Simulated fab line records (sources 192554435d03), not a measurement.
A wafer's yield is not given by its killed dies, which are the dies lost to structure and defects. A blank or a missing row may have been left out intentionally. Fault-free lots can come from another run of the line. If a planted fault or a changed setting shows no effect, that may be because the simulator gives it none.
A struck lot beside a sound one :: flow n5_finfet :: 16 out of 1938 route steps
Sound: the wafers L522.2, L522.4, L522.5. Wafers struck: L533.1, L533.4, L533.5. The cause comes at the end.
For every step that has rows: the tool of each side, followed by ch and its chambers, followed by its first start. Under that, the readings that differ: sound wafers :: struck wafers :: difference of the means :: sigmas: that difference in standard deviations of wafers without a fault.
alike: a reading whose means differ by less than 2 such deviations, as well as words and numbers matching on both sides. not compared: withheld readings; readings where some wafer has no value; bounds like >300 that might hide an equal value; numbers whose values overlap and for which the record gives no deviation.
The two part at a step that has a row with sigmas, a row that says differs or no value, or rows on one side only. Numbers that don't overlap but have no deviation are shown without sigmas and don't part them. A reading that every wafer of one side lacks parts them only if that side has two wafers or more.

first, 7 steps without rows for these wafers: N5_MOL_CONTACT_COAG_COAT_77 (time 60 s, resist thk 10 nm); N5_MOL_CONTACT_COAG_COAT_78 (resist thk 40 nm); N5_MOL_CONTACT_COAG_EBR_80; N5_MOL_CONTACT_COAG_SOFTBAKE_79 (time 60 s); N5_MOL_CONTACT_COAG_EXPOSE_81 (exposes mask VG, defocus 0 nm); N5_MOL_CONTACT_COAG_PEB_82 (peb time 60 s); N5_MOL_CONTACT_COAG_DEVELOP_83 (develop time 30 s).
N5_MOL_CONTACT_COAG_CD_MEAS_84: the cd target is 25.1 nm.
  sound on cd_sem-03 ch 0, day 7 21:29; struck on cd_sem-03 ch 0, day 10 09:35
  alike: cd_nm
N5_MOL_CONTACT_COAG_OVL_MEAS_85:
  sound on overlay-02 ch 0, day 7 21:32; struck on overlay-01 ch 0, day 10 09:37
  alike: VG_OVL
N5_MOL_CONTACT_COAG_INSPECT_57: inspects for defects (brightfield).
  sound on defect_inspect-01, day 7 21:35; struck on defect_inspect-02, day 10 09:41
  alike: raw_defect_count
N5_MOL_CONTACT_COAG_DESCUM_88: chemistry O2, time 7 s.
  sound on rie_diel-01 ch 0,1,3, day 7 21:56; struck on rie_diel-05 ch 0,1, day 10 09:43
  alike: drypump_motor_current_A, oes_product_au, rf_fwd_power_W, rf_vpp_V, showerhead_plenum_p_Torr, throttle_valve_pct
  not compared: rf_hours_counter_h
N5_MOL_CONTACT_COAG_ETCH_89: etches underlayer in N2/H2, target depth 13 nm, time 10.4 s.
  sound on rie_diel-01 ch 0,1,3, day 7 21:58; struck on rie_diel-05 ch 0,1, day 10 09:45
  alike: drypump_motor_current_A, etch_rf_on_time_s, oes_product_au, rf_fwd_power_W, rf_vpp_V, showerhead_plenum_p_Torr, throttle_valve_pct
  not compared: rf_hours_counter_h
N5_MOL_CONTACT_COAG_ETCH_90: etches SiARC in CF4, target depth 13 nm, time 21.7 s.
  sound on rie_diel-01 ch 0,1,3, day 7 21:59; struck on rie_diel-05 ch 0,1, day 10 09:46
reading: etch_rf_on_time_s (s)
sound: 21.8 21.7 21.9
struck: 12.6 12.7 13.1
difference: -9.0
sigmas: -23

reading: oes_product_au (a.u.)
sound: 0.67 0.63 0.62
struck: 0.89 0.90 0.83
difference: +0.23
sigmas: +3
  alike: drypump_motor_current_A, rf_fwd_power_W, rf_vpp_V, showerhead_plenum_p_Torr, throttle_valve_pct
  not compared: rf_hours_counter_h
N5_MOL_CONTACT_COAG_ALD_131: deposits SiO2, target thk 5 nm, pulse time 1 s, co reactant pulse time 1 s.
  sound on ald_sin-04 ch 0,2, day 7 22:04; struck on ald_sin-04 ch 0,3, day 10 09:51
  alike: heater_power_w, precursor_pulse_height_rel
-- here the record skips 3 days between the struck wafers' starts before and after, leaving off in module MOL_CONTACT_COAG and picking up in module BEOL_M4 (first step shown: number 1111 of the route) --
N5_BEOL_M4_RC_MEAS_101:
  sound on prober-02 ch 0, day 10 11:07; struck on prober-02 ch 0, day 13 14:13
  alike: DIBL_N, DIBL_P, IOFF_N, IOFF_P, ION_N, ION_P, SS_N, SS_P, VT_N, VT_P
after that, 1 step had no rows for these wafers: N5_PASSIVATION_PROBE_49.

## WHERE THEY PART
N5_MOL_CONTACT_COAG_ETCH_90 only, going by this record. Later steps at which nothing parts them and some readings are alike: N5_MOL_CONTACT_COAG_ALD_131, N5_BEOL_M4_RC_MEAS_101.

WHY: what the simulator had put in
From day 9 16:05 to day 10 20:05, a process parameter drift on rie_diel-05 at N5_MOL_CONTACT_COAG_ETCH_90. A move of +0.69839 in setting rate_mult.
